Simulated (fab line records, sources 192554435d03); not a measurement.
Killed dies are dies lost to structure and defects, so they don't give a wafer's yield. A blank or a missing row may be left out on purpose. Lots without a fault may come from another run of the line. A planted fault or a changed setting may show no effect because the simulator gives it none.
Chamber matching | flow n5_finfet | N5_BEOL_M0_DEP_125 on pecvd-03: 3 sister chambers
The step deposits SiCN from 3MS/NH3, target thk 8 nm, time 14 s. 6 wafers are shown with their chamber, then 10 later ones without.

WAFERS WITH THEIR CHAMBER
wafer  | chamber | showerhead_plenum_p_Torr (Torr) | throttle_valve_pct (%)
L087.1 | 1       | 3.649                           | 8.9
L087.5 | 1       | 3.651                           | 8.8
L089.3 | 2       | 3.658                           | 8.5
L089.5 | 2       | 3.664                           | 8.7
L092.3 | 0       | 3.652                           | 8.7
L092.4 | 0       | 3.652                           | 8.8

WAFERS WITHOUT THEIR CHAMBER
wafer  | showerhead_plenum_p_Torr (Torr) | throttle_valve_pct (%)
L092.5 | 3.665                           | 8.8
L091.2 | 3.655                           | 9.0
L091.4 | 3.652                           | 8.7
L091.6 | 3.659                           | 8.6
L096.1 | 3.644                           | 8.7
L096.2 | 3.654                           | 8.6
L096.4 | 3.653                           | 8.7
L097.1 | 3.657                           | 8.5
L097.2 | 3.646                           | 8.9
L097.4 | 3.649                           | 8.8

WHICH CHAMBER EACH WENT THROUGH
wafer  | from the rows above          | in truth
L092.5 | 2                            | 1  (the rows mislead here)
L091.2 | can't be placed: 1 or 0      | 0
L091.4 | can't be placed: 0 or 1      | 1
L091.6 | 2                            | 2
L096.1 | can't be placed: 1 or 0      | 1
L096.2 | can't be placed: 0 or 2 or 1 | 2
L096.4 | can't be placed: 0 or 1      | 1
L097.1 | can't be placed: 2 or 0      | 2
L097.2 | can't be placed: 1 or 0      | 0
L097.4 | can't be placed: 1 or 0      | 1
Placed correctly: 1 of 10. Can't be placed from these rows: 8 (the true chamber is among the candidates in 8). Placed wrongly: 1.
How it was worked out, from the rows above alone: a wafer's distance from a chamber is the root of the sum, over the readings, of the square of ((its reading less the chamber's mean) divided by the reading's scatter). The wafer belongs to the nearest chamber; if the next one is less than 2 further off, it can't be placed. A chamber's mean is the mean of its shown wafers. The scatter: the root of (the sum of the squares of (reading less its chamber's mean) over the shown wafers, divided by (wafers less chambers)).
